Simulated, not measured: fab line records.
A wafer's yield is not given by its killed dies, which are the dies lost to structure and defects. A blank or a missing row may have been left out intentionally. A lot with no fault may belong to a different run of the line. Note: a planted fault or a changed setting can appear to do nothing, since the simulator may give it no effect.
fab line records	flow n5_finfet	part 1 of 2: steps 1 to 26 of 34
record: lots: 5	wafers: 15	last_day: 16
route steps=1938 shown BEOL_M1@825 BEOL_M2@841
lots untouched by any fault: they come from a run of this same line in which no faults occurred
start_h: start of the lot's first displayed wafer, in hours after the record's first day	wait_h: hours from the lot's prior step to this one	" same as the row above	L1.1+2: a single row standing in for several wafers	- value missing, or start not given	* or withheld: withheld	< > ~ a bound
route shown NAME@n: a module of which the file shows steps, and the number in the route of the first	usual: the fault-free wafers' mean and standard deviation	same: alike in all rows	chamber/n: place in a boat	sites: per-site readings	_std_site: the values' standard deviation	_edge_site: outer sites' mean less inner sites'	radius_mm: how far each site lies from the wafer's centre	mask NAME#n: copy n	behind: tool/chamber where the wafer was last shaped	hold: why the lot was held/for how many hours/how that ended	device: whichever transistor did not switch (one of n, p or np)	end of line: tests of these same wafers at the route's end	step lacking rows: just its recipe	killed: not the wafer's yield, but the dies lost to structure and defects at the first sort	map: a wafer's dies, x killed, . not, _ none there
set.NAME: the setting that was run; set.NAME@STEP: the one run at that earlier step	model.NAME: the simulator's own value behind a step, which no gauge read
a table for each step, a row for each wafer; lots at some steps of the route
services: the hour from which a tool's chamber was out of use, counted from the record's first day as start_h (under 0 if before that day), plus the number of hours and why
== steps ==
step: N5_BEOL_M1_ANNEAL_91
recipe: temp_c: 400	time_s: 240	ambient: vacuum
usual: heater_power_w: 815/77
lot.wafer	tool	chamber	start_h	wait_h	heater_power_w
L075.1	pvd_sputter-03	-	138.31	0.0	789
L075.3	"	-	"	"	793
L075.4	"	-	"	"	758
L076.1	pvd_sputter-01	-	142.34	0.0	833
L076.2	"	-	"	"	745
L076.6	"	-	"	"	761
L084.2	pvd_sputter-03	-	193.32	0.0	784
L084.5	"	-	"	"	768
L084.6	"	-	"	"	755
L086.3	pvd_sputter-03	-	204.72	0.0	779
L086.5	"	-	"	"	774
L086.6	"	-	"	"	774
L093.1	pvd_sputter-03	-	247.37	0.0	764
L093.2	"	-	"	"	792
L093.3	"	-	"	"	1015
step: N5_BEOL_M1_SPUTTER_92
recipe: material: Cu	target_thk_a: 45	temp_c: -20	chamber_pressure_pa: 0.07	power_w: withheld	time_s: 8.29
usual: chuck_gas_flow_sccm: 1.26/0.054	throttle_valve_pct: 29.8/1.1
lot.wafer	tool	chamber	start_h	wait_h	chuck_gas_flow_sccm	throttle_valve_pct
L075.1	pvd_sputter-03	-	138.45	0.1	1.29	31.5
L075.3	"	-	"	"	1.33	31.5
L075.4	"	-	"	"	1.26	27.8
L076.1	pvd_sputter-01	-	142.48	0.1	1.27	28.5
L076.2	"	-	"	"	1.29	29.0
L076.6	"	-	"	"	1.23	29.1
L084.2	pvd_sputter-03	-	193.46	0.1	1.18	31.4
L084.5	"	-	"	"	1.19	31.7
L084.6	"	-	"	"	1.23	28.1
L086.3	pvd_sputter-03	-	204.86	0.1	1.29	28.2
L086.5	"	-	"	"	1.28	32.0
L086.6	"	-	"	"	1.32	31.6
L093.1	pvd_sputter-03	-	247.51	0.1	1.21	27.9
L093.2	"	-	"	"	1.33	31.5
L093.3	"	-	"	"	1.22	29.8
step: N5_BEOL_M1_ANNEAL_93
recipe: temp_c: 400	time_s: 240	ambient: vacuum
usual: heater_power_w: 817/78
lot.wafer	tool	chamber	start_h	wait_h	heater_power_w
L075.1	pvd_sputter-03	-	138.53	0.0	755
L075.3	"	-	"	"	778
L075.4	"	-	"	"	770
L076.1	pvd_sputter-01	-	142.56	0.0	835
L076.2	"	-	"	"	759
L076.6	"	-	"	"	773
L084.2	pvd_sputter-03	-	193.54	0.0	818
L084.5	"	-	"	"	758
L084.6	"	-	"	"	783
L086.3	pvd_sputter-03	-	204.94	0.0	771
L086.5	"	-	"	"	774
L086.6	"	-	"	"	786
L093.1	pvd_sputter-03	-	247.59	0.0	770
L093.2	"	-	"	"	797
L093.3	"	-	"	"	1034
step: N5_BEOL_M1_SPUTTER_94
recipe: material: Cu	target_thk_a: 45	temp_c: -20	chamber_pressure_pa: 0.07	power_w: withheld	time_s: 8.29
usual: chuck_gas_flow_sccm: 1.26/0.059	throttle_valve_pct: 29.8/1.1
lot.wafer	tool	chamber	start_h	wait_h	chuck_gas_flow_sccm	throttle_valve_pct
L075.1	pvd_sputter-03	-	138.67	0.1	1.26	31.7
L075.3	"	-	"	"	1.30	31.6
L075.4	"	-	"	"	1.23	28.1
L076.1	pvd_sputter-01	-	142.70	0.1	1.26	28.3
L076.2	"	-	"	"	1.23	29.0
L076.6	"	-	"	"	1.33	29.2
L084.2	pvd_sputter-03	-	193.68	0.1	1.21	31.4
L084.5	"	-	"	"	1.17	31.6
L084.6	"	-	"	"	1.28	28.2
L086.3	pvd_sputter-03	-	205.09	0.1	1.28	28.0
L086.5	"	-	"	"	1.13	31.5
L086.6	"	-	"	"	1.28	31.4
L093.1	pvd_sputter-03	-	247.73	0.1	1.15	28.0
L093.2	"	-	"	"	1.18	31.8
L093.3	"	-	"	"	1.29	29.5
step: N5_BEOL_M1_ANNEAL_95
recipe: temp_c: 400	time_s: 240	ambient: vacuum
usual: heater_power_w: 815/81
lot.wafer	tool	chamber	start_h	wait_h	heater_power_w
L075.1	pvd_sputter-03	-	138.75	0.0	770
L075.3	"	-	"	"	764
L075.4	"	-	"	"	767
L076.1	pvd_sputter-01	-	142.78	0.0	814
L076.2	"	-	"	"	781
L076.6	"	-	"	"	757
L084.2	pvd_sputter-03	-	193.76	0.0	766
L084.5	"	-	"	"	769
L084.6	"	-	"	"	776
L086.3	pvd_sputter-03	-	205.18	0.0	768
L086.5	"	-	"	"	768
L086.6	"	-	"	"	797
L093.1	pvd_sputter-03	-	247.81	0.0	779
L093.2	"	-	"	"	769
L093.3	"	-	"	"	1040
step: N5_BEOL_M1_SPUTTER_96
recipe: material: Cu	target_thk_a: 45	temp_c: -20	chamber_pressure_pa: 0.07	power_w: withheld	time_s: 8.29
usual: chuck_gas_flow_sccm: 1.26/0.055	throttle_valve_pct: 29.8/1.1
lot.wafer	tool	chamber	start_h	wait_h	chuck_gas_flow_sccm	throttle_valve_pct
L075.1	pvd_sputter-03	-	138.89	0.1	1.23	31.7
L075.3	"	-	"	"	1.16	31.2
L075.4	"	-	"	"	1.29	28.2
L076.1	pvd_sputter-01	-	142.92	0.1	1.20	28.6
L076.2	"	-	"	"	1.24	29.0
L076.6	"	-	"	"	1.30	29.2
L084.2	pvd_sputter-03	-	193.90	0.1	1.28	31.5
L084.5	"	-	"	"	1.22	31.7
L084.6	"	-	"	"	1.22	28.1
L086.3	pvd_sputter-03	-	205.33	0.1	1.29	28.2
L086.5	"	-	"	"	1.23	31.3
L086.6	"	-	"	"	1.28	31.6
L093.1	pvd_sputter-03	-	247.95	0.1	1.24	27.8
L093.2	"	-	"	"	1.27	31.4
L093.3	"	-	"	"	1.36	29.7
step: N5_BEOL_M1_ECD_50
recipe: material: Cu	target_thk_a: 3000
lot.wafer	tool	chamber	start_h	wait_h
L075.1+3+4	ecd_cu-02	1,1,0	139.01	0.1
L076.1+2+6	ecd_cu-02	1,0,1	143.04	0.1
L084.2+5+6	ecd_cu-01	1,0,1	194.02	0.1
L086.3+5+6	ecd_cu-02	1,1,0	205.47	0.1
L093.1+2+3	ecd_cu-01	1,0,1	248.06	0.1
step: N5_BEOL_M1_ANNEAL_51
recipe: temp_c: 225	time_s: 90	ambient: N2
usual: wafer_temp_C_max: 226.0/0.36
lot.wafer	tool	chamber	start_h	wait_h	wafer_temp_C_max
L075.1	rtp_anneal-01	0	139.09	0.1	225.9
L075.3	"	0	"	"	225.9
L075.4	"	0	"	"	225.6
L076.1	rtp_anneal-01	0	143.11	0.1	225.5
L076.2	"	0	"	"	225.6
L076.6	"	0	"	"	225.6
L084.2	rtp_anneal-01	0	194.36	0.3	225.5
L084.5	"	0	"	"	225.5
L084.6	"	0	"	"	225.7
L086.3	rtp_anneal-01	0	205.80	0.3	225.9
L086.5	"	0	"	"	225.7
L086.6	"	0	"	"	225.5
L093.1	rtp_anneal-02	0	248.14	0.1	226.1
L093.2	"	0	"	"	226.1
L093.3	"	0	"	"	226.2
step: N5_BEOL_M1_CMP_52
recipe: stop_on: SiOC	t_overpolish_s: 6.8	down_force_psi: 1	platen_rpm: 50	clearing_platen_down_force_psi: 1.5	clearing_platen_rpm: 50	post_cmp_clean: cu_alkaline	target_thk_nm: 40	clearing_platen_pad_velocity_m_s: 0.99484	pad_velocity_m_s: 0.99484
usual: barrier_field_endpoint_s: 24.6/0.52	motor_current_A: 5.8/0.65	overpolish_run_s: 6.799/0.0098	time_to_endpoint_s: 61.9/2.6
same: t_overpolish_s: 6.8
lot.wafer	tool	chamber	start_h	wait_h	barrier_field_endpoint_s	motor_current_A	overpolish_run_s	time_to_endpoint_s
L075.1	cmp-03	3	139.43	0.3	22.8	5.4	6.798	54.4
L075.3	"	0	"	"	24.1	6.0	6.781	60.7
L075.4	"	1	"	"	24.0	6.1	6.805	56.4
L076.1	cmp-02	0	143.45	0.3	24.7	6.3	6.792	62.3
L076.2	"	1	"	"	25.3	6.2	6.809	66.8
L076.6	"	0	"	"	24.7	6.3	6.809	61.2
L084.2	cmp-02	0	194.65	0.2	24.4	6.2	6.799	60.0
L084.6	"	3	"	"	25.1	5.1	6.788	61.6
L084.5	"	0	"	"	24.4	6.7	6.785	60.9
L086.3	cmp-01	0	206.04	0.2	24.2	4.7	6.798	57.9
L086.5	"	3	"	"	25.1	5.2	6.810	62.0
L086.6	"	0	"	"	24.8	4.6	6.800	62.6
L093.3	cmp-01	2	248.68	0.4	24.7	6.2	6.802	64.5
L093.1	"	3	"	"	24.2	5.3	6.800	62.8
L093.2	"	0	"	"	24.8	4.6	6.810	63.7
step: N5_BEOL_M1_THK_MEAS_53
recipe: thk_meas_gauge: xrf	reads: Cu_of_BEOL_M1_ECD_50
usual: M1_THK: 39.5/1.5
lot.wafer	tool	chamber	start_h	wait_h	M1_THK[nm]
L075.1	film_metro-02	-	139.68	-	38.3
L075.3	"	-	"	"	38.7
L075.4	"	-	"	"	40.6
L076.1	film_metro-01	-	143.71	-	39.3
L076.2	"	-	"	"	39.9
L076.6	"	-	"	"	40.5
L084.2	film_metro-02	-	194.90	-	37.9
L084.5	"	-	"	"	39.8
L084.6	"	-	"	"	40.6
L086.3	film_metro-01	-	206.30	-	38.3
L086.5	"	-	"	"	40.1
L086.6	"	-	"	"	39.9
L093.1	film_metro-02	-	248.94	-	38.6
L093.2	"	-	"	"	39.5
L093.3	"	-	"	"	39.8
step: N5_BEOL_M1_PRE_CLEAN_60
recipe: gas: NH3/H2	time_s: 15	temp_c: *	rf_power_w: 300
usual: heater_power_w: 84/21
lot.wafer	tool	chamber	start_h	wait_h	heater_power_w
L075.1	cvd_co-02	0	139.72	0.0	127
L075.3	"	1	"	"	71
L075.4	"	1	"	"	68
L076.1	cvd_co-02	2	143.74	0.0	69
L076.2	"	0	"	"	122
L076.6	"	1	"	"	71
L084.2	cvd_co-02	1	195.08	0.2	70
L084.5	"	2	"	"	70
L084.6	"	0	"	"	126
L086.3	cvd_co-02	1	206.42	0.1	69
L086.5	"	2	"	"	69
L086.6	"	1	"	"	69
L093.1	cvd_co-01	1	248.97	0.0	92
L093.2	"	0	"	"	65
L093.3	"	2	"	"	87
step: N5_BEOL_M1_CO_CAP_55
recipe: material: Co	target_thk_a: 20	temp_c: 200	precursor: CCTBA/H2	pressure_torr: 30	time_s: 102.1
usual: heater_power_w: 235/26
lot.wafer	tool	chamber	start_h	wait_h	heater_power_w
L075.1	cvd_co-02	0	139.76	0.0	280
L075.3	"	1	"	"	218
L075.4	"	1	"	"	217
L076.1	cvd_co-02	2	143.78	0.0	213
L076.2	"	0	"	"	295
L076.6	"	1	"	"	223
L084.2	cvd_co-02	1	195.12	0.0	220
L084.5	"	2	"	"	217
L084.6	"	1	"	"	206
L086.3	cvd_co-02	1	206.46	0.0	218
L086.5	"	2	"	"	217
L086.6	"	1	"	"	214
L093.1	cvd_co-01	1	249.01	0.0	248
L093.2	"	0	"	"	212
L093.3	"	2	"	"	234
step: N5_BEOL_M1_PRE_CLEAN_56
recipe: gas: NH3	time_s: 15	temp_c: withheld	rf_power_w: 300
lot.wafer	tool	chamber	start_h	wait_h
L075.1+3+4	pecvd-01	1,2,1	139.85	0.1
L076.1+2+6	pecvd-02	2,1,1	143.87	0.1
L084.2+5+6	pecvd-01	2,2,0	195.24	0.1
L086.3+5+6	pecvd-03	0,1,0	206.56	0.1
L093.1+2+3	pecvd-03	0,1,2	249.11	0.1
step: N5_BEOL_M1_DEP_57
recipe: material: SiCN	target_thk_a: 80	temp_c: withheld	precursor: 3MS/NH3	pressure_torr: 3	rf_w: 202	time_s: 14
usual: showerhead_plenum_p_Torr: 3.664/0.016	throttle_valve_pct: 9.1/0.49
lot.wafer	tool	chamber	start_h	wait_h	showerhead_plenum_p_Torr	throttle_valve_pct
L075.1	pecvd-01	1	139.88	0.0	3.652	9.0
L075.3	"	2	"	"	3.651	8.7
L075.4	"	1	"	"	3.650	9.0
L076.1	pecvd-02	2	143.90	0.0	3.661	8.0
L076.2	"	1	"	"	3.682	9.4
L076.6	"	1	"	"	3.677	9.2
L084.2	pecvd-01	2	195.28	0.0	3.655	8.4
L084.5	"	2	"	"	3.649	8.6
L084.6	"	0	"	"	3.625	9.2
L086.3	pecvd-03	0	206.61	0.0	3.670	9.5
L086.5	"	1	"	"	3.674	9.4
L086.6	"	0	"	"	3.680	9.6
L093.1	pecvd-03	0	249.13	0.0	3.668	9.5
L093.2	"	1	"	"	3.674	9.2
L093.3	"	2	"	"	3.688	8.0
step: N5_BEOL_M1_RS_MEAS_58
recipe: thk_meas_gauge: four-point-probe	reads: Co_of_BEOL_M1_CO_CAP_55+Cu_of_BEOL_M1_ECD_50+Co_of_BEOL_M1_CVD_47+TaN_of_BEOL_M1_ALD_84
usual: M1_RS: 0.67/0.032
lot.wafer	tool	chamber	start_h	wait_h	M1_RS[ohm/sq]
L075.1	film_metro-02	-	139.94	0.0	0.70
L075.3	"	-	"	"	0.69
L075.4	"	-	"	"	0.65
L076.1	film_metro-01	-	143.97	0.0	0.67
L076.2	"	-	"	"	0.66
L076.6	"	-	"	"	0.65
L084.2	film_metro-02	-	195.37	0.1	0.72
L084.5	"	-	"	"	0.68
L084.6	"	-	"	"	0.66
L086.3	film_metro-02	-	206.67	0.1	0.69
L086.5	"	-	"	"	0.65
L086.6	"	-	"	"	0.66
L093.1	film_metro-02	-	249.20	0.0	0.70
L093.2	"	-	"	"	0.68
L093.3	"	-	"	"	0.67
step: N5_BEOL_M1_INSPECT_59
recipe: inspect_instrument: darkfield	mode: post_dep
usual: raw_defect_count: 73/27
lot.wafer	tool	chamber	start_h	wait_h	raw_defect_count
L075.1	defect_inspect-02	-	139.97	0.0	53
L075.3	"	-	"	"	65
L075.4	"	-	"	"	40
L076.1	defect_inspect-01	-	143.99	0.0	113
L076.2	"	-	"	"	93
L076.6	"	-	"	"	62
L084.2	defect_inspect-02	-	195.39	0.0	67
L084.5	"	-	"	"	42
L084.6	"	-	"	"	59
L086.3	defect_inspect-02	-	206.70	0.0	78
L086.5	"	-	"	"	81
L086.6	"	-	"	"	68
L093.1	defect_inspect-02	-	249.22	0.0	75
L093.2	"	-	"	"	59
L093.3	"	-	"	"	54
step: N5_BEOL_M2_ILD_DEP_00
recipe: material: SiOC	target_thk_a: 790	temp_c: 350	precursor: DEMS/O2	pressure_torr: 5	rf_w: 500	time_s: 15.3
usual: heater_power_w: 476/67	showerhead_plenum_p_Torr: 5.697/0.011	throttle_valve_pct: 11.9/0.73
lot.wafer	tool	chamber	start_h	wait_h	heater_power_w	showerhead_plenum_p_Torr	throttle_valve_pct
L075.1	pecvd-04	0	140.01	0.0	462	5.685	12.9
L075.3	"	2	"	"	559	5.694	11.7
L075.4	"	2	"	"	569	5.702	11.4
L076.1	pecvd-03	0	144.03	0.0	454	5.686	12.4
L076.2	"	2	"	"	367	5.722	11.2
L076.6	"	1	"	"	454	5.706	12.3
L084.2	pecvd-03	1	195.43	0.0	460	5.717	12.3
L084.5	"	1	"	"	436	5.697	12.3
L084.6	"	2	"	"	405	5.724	11.5
L086.3	pecvd-03	1	206.75	0.1	402	5.715	12.3
L086.5	"	0	"	"	395	5.696	12.4
L086.6	"	1	"	"	408	5.721	12.1
L093.1	pecvd-04	2	249.26	0.0	590	5.701	11.6
L093.2	"	0	"	"	453	5.685	12.7
L093.3	"	1	"	"	484	5.683	11.1
step: N5_BEOL_M2_THK_MEAS_01
recipe: reads: SiOC_of_BEOL_M2_ILD_DEP_00
usual: M2_ILD_THK: 79.3/1
lot.wafer	tool	chamber	start_h	wait_h	M2_ILD_THK[nm]
L075.1	film_metro-01	-	140.07	0.0	79.2
L075.3	"	-	"	"	79.7
L075.4	"	-	"	"	79.8
L076.1	film_metro-01	-	144.10	0.0	79.6
L076.2	"	-	"	"	79.0
L076.6	"	-	"	"	82.0
L084.2	film_metro-01	-	195.50	0.1	78.5
L084.5	"	-	"	"	79.6
L084.6	"	-	"	"	77.8
L086.3	film_metro-02	-	206.82	0.1	79.4
L086.5	"	-	"	"	79.6
L086.6	"	-	"	"	80.1
L093.1	film_metro-02	-	249.33	0.0	78.0
L093.2	"	-	"	"	78.8
L093.3	"	-	"	"	78.2
step: N5_BEOL_M2_PECVD_72
recipe: material: SiO2	target_thk_a: 160	temp_c: 400	precursor: TEOS/O2	pressure_torr: 5.5	rf_w: 450	teos_flow_sccm: 53.8	gas: O2	flow_sccm: 3000	time_s: 18
usual: heater_power_w: 695/86	showerhead_plenum_p_Torr: 8.81/0.037	throttle_valve_pct: 22.3/1.3
lot.wafer	tool	chamber	start_h	wait_h	heater_power_w	showerhead_plenum_p_Torr	throttle_valve_pct
L075.1	pecvd-04	2	140.11	0.0	840	8.78	21.5
L075.3	"	0	"	"	645	8.75	23.9
L075.4	"	0	"	"	664	8.74	23.7
L076.1	pecvd-02	1	144.13	0.0	712	8.82	23.4
L076.2	"	0	"	"	775	8.83	23.2
L076.6	"	1	"	"	703	8.84	23.0
L084.2	pecvd-02	0	195.53	0.0	784	8.84	22.8
L084.5	"	2	"	"	564	8.79	19.8
L084.6	"	0	"	"	799	8.82	23.2
L086.3	pecvd-03	0	206.87	0.1	628	8.83	23.4
L086.5	"	0	"	"	649	8.81	23.0
L086.6	"	1	"	"	635	8.82	23.1
L093.1	pecvd-03	0	249.37	0.0	647	8.82	23.4
L093.2	"	1	"	"	579	8.81	23.1
L093.3	"	2	"	"	670	8.85	20.4
step: N5_BEOL_M2_HM_DEP_02
recipe: material: TiN	target_thk_a: 200	temp_c: 25	chamber_pressure_pa: 0.49996
usual: throttle_valve_pct: 29.7/1
lot.wafer	tool	chamber	start_h	wait_h	throttle_valve_pct
L075.1	pvd_sputter-01	-	140.68	0.6	28.8
L075.3	"	-	"	"	28.7
L075.4	"	-	"	"	28.7
L076.1	pvd_sputter-01	-	144.21	0.1	28.5
L076.2	"	-	"	"	28.8
L076.6	"	-	"	"	29.1
L084.2	pvd_sputter-02	-	195.74	0.2	29.4
L084.5	"	-	"	"	30.5
L084.6	"	-	"	"	29.1
L086.3	pvd_sputter-01	-	208.14	1.3	28.8
L086.5	"	-	"	"	28.9
L086.6	"	-	"	"	29.1
L093.1	pvd_sputter-01	-	250.72	1.3	28.7
L093.2	"	-	"	"	29.1
L093.3	"	-	"	"	29.1
step: N5_BEOL_M2_COAT_61
recipe: resist: SOC	temp_c: 250	time_s: 60	spin_rpm: 1500	resist_thk_nm: 60
usual: dispense_pressure_kPa: 44/4
lot.wafer	tool	chamber	start_h	wait_h	dispense_pressure_kPa
L075.1	litho_track-02	0	140.91	0.2	42
L075.3	"	0	"	"	42
L075.4	"	0	"	"	42
L076.1	litho_track-01	0	144.35	0.1	51
L076.2	"	0	"	"	51
L076.6	"	0	"	"	51
L084.2	litho_track-04	0	195.87	0.1	41
L084.5	"	0	"	"	41
L084.6	"	0	"	"	41
L086.3	litho_track-02	0	208.27	0.1	42
L086.5	"	0	"	"	42
L086.6	"	0	"	"	42
L093.1	litho_track-02	0	250.85	0.1	42
L093.2	"	0	"	"	42
L093.3	"	0	"	"	42
step: N5_BEOL_M2_COAT_62
recipe: resist: SiARC	temp_c: 220	time_s: 60	spin_rpm: 1500	resist_thk_nm: 12
usual: dispense_pressure_kPa: 44/4
lot.wafer	tool	chamber	start_h	wait_h	dispense_pressure_kPa
L075.1	litho_track-02	0	-	-	42
L075.3	"	0	"	"	42
L075.4	"	0	"	"	42
L076.1	litho_track-01	0	-	-	51
L076.2	"	0	"	"	51
L076.6	"	0	"	"	51
L084.2	litho_track-04	0	-	-	41
L084.5	"	0	"	"	41
L084.6	"	0	"	"	41
L086.3	litho_track-02	0	-	-	42
L086.5	"	0	"	"	42
L086.6	"	0	"	"	42
L093.1	litho_track-02	0	-	-	42
L093.2	"	0	"	"	42
L093.3	"	0	"	"	42
step: N5_BEOL_M2_COAT_73
recipe: resist: underlayer	temp_c: 205	time_s: 60	spin_rpm: 1500	resist_thk_nm: 5
usual: dispense_pressure_kPa: 44/4
lot.wafer	tool	chamber	start_h	wait_h	dispense_pressure_kPa
L075.1	litho_track-02	0	-	-	42
L075.3	"	0	"	"	42
L075.4	"	0	"	"	42
L076.1	litho_track-01	0	-	-	51
L076.2	"	0	"	"	51
L076.6	"	0	"	"	51
L084.2	litho_track-04	0	-	-	41
L084.5	"	0	"	"	41
L084.6	"	0	"	"	41
L086.3	litho_track-02	0	-	-	42
L086.5	"	0	"	"	42
L086.6	"	0	"	"	42
L093.1	litho_track-02	0	-	-	42
L093.2	"	0	"	"	42
L093.3	"	0	"	"	42
step: N5_BEOL_M2_COAT_05
recipe: resist: CAR-EUV	spin_rpm: 1500	resist_thk_nm: 30
usual: dispense_pressure_kPa: 44/4.1
lot.wafer	tool	chamber	start_h	wait_h	dispense_pressure_kPa
L075.1	litho_track-02	0	-	-	42
L075.3	"	0	"	"	42
L075.4	"	0	"	"	42
L076.1	litho_track-01	0	-	-	51
L076.2	"	0	"	"	51
L076.6	"	0	"	"	51
L084.2	litho_track-04	0	-	-	41
L084.5	"	0	"	"	41
L084.6	"	0	"	"	41
L086.3	litho_track-02	0	-	-	42
L086.5	"	0	"	"	42
L086.6	"	0	"	"	42
L093.1	litho_track-02	0	-	-	42
L093.2	"	0	"	"	42
L093.3	"	0	"	"	42
step: N5_BEOL_M2_EBR_07
recipe: solvent: PGMEA	ebr_width_mm: 1.5
lot.wafer	tool	chamber	start_h	wait_h
L075.1+3+4	litho_track-02	0	-	-
L076.1+2+6	litho_track-01	0	-	-
L084.2+5+6	litho_track-04	0	-	-
L086.3+5+6	litho_track-02	0	-	-
L093.1+2+3	litho_track-02	0	-	-
step: N5_BEOL_M2_SOFTBAKE_06
recipe: temp_c: 110	time_s: 60	resist: CAR-EUV
lot.wafer	tool	chamber	start_h	wait_h
L075.1+3+4	litho_track-02	0	-	-
L076.1+2+6	litho_track-01	0	-	-
L084.2+5+6	litho_track-04	0	-	-
L086.3+5+6	litho_track-02	0	-	-
L093.1+2+3	litho_track-02	0	-	-
